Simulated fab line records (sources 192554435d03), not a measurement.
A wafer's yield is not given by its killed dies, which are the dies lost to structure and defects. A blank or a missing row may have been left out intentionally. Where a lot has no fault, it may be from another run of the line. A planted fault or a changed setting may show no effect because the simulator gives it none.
Split-lot trial -- flow n5-finfet -- route with 1938 steps; 7 lots, 39 wafers read

== THE SPLIT ==
At N5_DUMMY_GATE_ETCH_32 (etches SiO2 in CF4, target depth 3.5 nm, time 3.9 s), the setting time-s was moved away from the recipe's 3.9 s on 15 of the 39 wafers read, by -20.3% to +21.5%. For the rest of the wafers, this setting stayed at what the recipe calls for.

The split's own step is where the reading is taken.

== THE READING ==
etch.depth-nm (the simulator's own value, which no gauge read), in nm, at N5_DUMMY_GATE_ETCH_32 (etches SiO2 in CF4, target depth 3.5 nm, time 3.9 s). No usual value for it is given in the file. The 24 wafers here that ran the recipe average 3.543 nm, standard deviation 0.093 nm.

wafer,"tool, chamber at the split","time-s as run, s",against the recipe,"etch.depth-nm, nm",against lot-mates on the recipe
L076.1,"rie-si-05, 1",3.505,-10.1%,3.208,-0.199
L076.2,"rie-si-05, 0",3.9,recipe,3.503,-
L076.3,"rie-si-05, 2",3.9,recipe,3.345,-
L076.4,"rie-si-05, 3",3.505,-10.1%,3.014,-0.393
L076.5,"rie-si-05, 2",3.9,recipe,3.372,-
L076.6,"rie-si-05, 1",3.505,-10.1%,3.236,-0.171
L077.1,"rie-si-03, 0",3.9,recipe,3.617,-
L077.2,"rie-si-03, 1",3.107,-20.3%,2.646,-1.009
L077.3,"rie-si-03, 2",3.9,recipe,3.69,-
L077.4,"rie-si-03, 3",3.107,-20.3%,2.909,-0.746
L077.5,"rie-si-03, 1",3.107,-20.3%,2.642,-1.013
L077.6,"rie-si-03, 2",3.9,recipe,3.657,-
L079.1,"rie-si-03, 2",3.9,recipe,3.651,-
L079.2,"rie-si-03, 1",4.74,+21.5%,4.03,+0.422
L079.3,"rie-si-03, 3",4.74,+21.5%,4.455,+0.847
L079.4,"rie-si-03, 0",3.9,recipe,3.574,-
L079.5,"rie-si-03, 3",4.74,+21.5%,4.464,+0.856
L079.6,"rie-si-03, 0",3.9,recipe,3.6,-
L080.1,"rie-si-03, 3",4.315,+10.6%,4.038,+0.554
L080.2,"rie-si-03, 2",4.315,+10.6%,4,+0.516
L080.3,"rie-si-03, 0",3.9,recipe,3.526,-
L080.4,"rie-si-03, 1",3.9,recipe,3.303,-
L080.5,"rie-si-03, 3",4.315,+10.6%,4.069,+0.585
L080.6,"rie-si-03, 2",3.9,recipe,3.623,-
L082.2,"rie-si-03, 2",3.9,recipe,3.591,-
L082.4,"rie-si-03, 3",3.9,recipe,3.624,-
L082.5,"rie-si-03, 2",3.9,recipe,3.58,-
L084.1,"rie-si-04, 2",3.9,recipe,3.526,-
L084.2,"rie-si-04, 0,1",3.486,-10.6%,3.15,-0.386
L084.5,"rie-si-04, 0,1",3.486,-10.6%,3.15,-0.386
L084.3,"rie-si-04, 1",3.9,recipe,3.516,-
L084.4,"rie-si-04, 3",3.486,-10.6%,3.147,-0.389
L084.6,"rie-si-04, 0",3.9,recipe,3.567,-
L088.1,"rie-si-04, 1",3.9,recipe,3.513,-
L088.2,"rie-si-04, 0",3.9,recipe,3.545,-
L088.3,"rie-si-04, 3",3.9,recipe,3.502,-
L088.4,"rie-si-04, 2",3.9,recipe,3.529,-
L088.5,"rie-si-04, 3",3.9,recipe,3.527,-
L088.6,"rie-si-04, 0",3.9,recipe,3.56,-
Where a row lists several chambers, the file gives one row for several wafers and doesn't say which wafer went through which chamber.

THE FIT
A straight line over all 39 wafers: etch.depth-nm changes by +0.0386 nm for each +1% of time-s; r = +0.96; the points scatter about the line by 0.11 nm.
The same after taking each lot's own level away (the mean of its wafers on the recipe; 39 wafers): +0.0386 nm for each +1%; r = +0.96; scatter 0.12 nm.
On that fit, the largest move of time-s shifts the reading by 0.83 nm.
Across the lots, their own levels run from 3.4067 to 3.6547 nm, a range of 2.7 times the standard deviation given above.
The two slopes are in agreement: the lot-to-lot level therefore moves the slope only a little.
Check: for one of the wafers moved furthest among these (+21.5%), held out of the fit, the line's prediction against its lot-mates is +0.916 nm. It came out at +0.422 nm against them.

== THE OTHER SPLITS THESE WAFERS WENT THROUGH ==
Before the reading, these wafers also passed through other splits. Each is held against what the fit with the lots' levels taken away leaves over:
other split on the same wafers,wafers away from the commonest value,r with etch.depth-nm (lot level and that fit taken away)
N5_WELL_APT_IMPLANT_15 energy-kev,18,-0.28
N5_STI_FIN_REVEAL_ETCHBACK_08 target-depth-a,18,+0.37
N5_DUMMY_GATE_CVD_03 time-s,30,-0.41
N5_DUMMY_GATE_HM_DEP_06 target-thk-a,30,-0.16

== THE FILE'S OWN FIT ==
etch.depth-nm changes by +0.0386 nm for each +1% of time-s, r = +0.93.
